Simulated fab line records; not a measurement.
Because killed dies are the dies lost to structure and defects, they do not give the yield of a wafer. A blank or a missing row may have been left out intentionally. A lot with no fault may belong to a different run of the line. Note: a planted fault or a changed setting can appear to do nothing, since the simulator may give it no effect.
Which of the tools did it? || flow n5Finfet || 12 lots (36 wafers sampled), 1 step of a 1938-step route

WHAT EACH GAUGE READ, for each wafer
N5_BEOL_M12_THK_MEAS_01.
{"lot": "L076", "measured": "day 11 02:14", "on": "filmMetro-02", "M12_ILD_THK (nm)": "668 661 657"}
{"lot": "L074", "measured": "day 11 15:02", "on": "filmMetro-01", "M12_ILD_THK (nm)": "657 663 650"}
{"lot": "L078", "measured": "day 11 20:40", "on": "filmMetro-02", "M12_ILD_THK (nm)": "665 660 674"}
{"lot": "L081", "measured": "day 12 04:47", "on": "filmMetro-02", "M12_ILD_THK (nm)": "648 661 656"}
{"lot": "L083", "measured": "day 13 00:18", "on": "filmMetro-01", "M12_ILD_THK (nm)": "648 665 654"}
{"lot": "L086", "measured": "day 13 17:13", "on": "filmMetro-02", "M12_ILD_THK (nm)": "647 656 657"}
{"lot": "L087", "measured": "day 14 03:22", "on": "filmMetro-02", "M12_ILD_THK (nm)": "644 662 646"}
{"lot": "L089", "measured": "day 14 08:38", "on": "filmMetro-01", "M12_ILD_THK (nm)": "647 672 660"}
{"lot": "L090", "measured": "day 15 03:45", "on": "filmMetro-01", "M12_ILD_THK (nm)": "646 657 665"}
{"lot": "L094", "measured": "day 15 06:10", "on": "filmMetro-01", "M12_ILD_THK (nm)": "660 663 675"}
{"lot": "L095", "measured": "day 15 17:14", "on": "filmMetro-02", "M12_ILD_THK (nm)": "657 654 669"}
{"lot": "L096", "measured": "day 16 08:21", "on": "filmMetro-01", "M12_ILD_THK (nm)": "645 651 657"}

EACH LOT AND THE TOOL THAT RAN IT (in order: tool; ch and the chambers of the sampled wafers; start)
No process step before these readings appears in the record.

THE ANSWER, worked out from the rows above alone
Rule: what is usual is taken from the lots themselves. The widest of any qualifying gaps counts: lots, ordered by their means at a reading, are off when they make up no more than a third of the lots, leave a main group of 4 or more, and stand apart from it by 3 or more times the standard deviation of that group's means. Not used: any main group whose means are identical at the precision the tables above print for the reading. A lot without any number at a reading at which 4 lots or more have one is off too. Any other lot the step has rows for is counted as sound.
Across all readings shown, no lot is off: no conclusion can be drawn from this.

WHAT THE SIMULATOR HAD INSERTED
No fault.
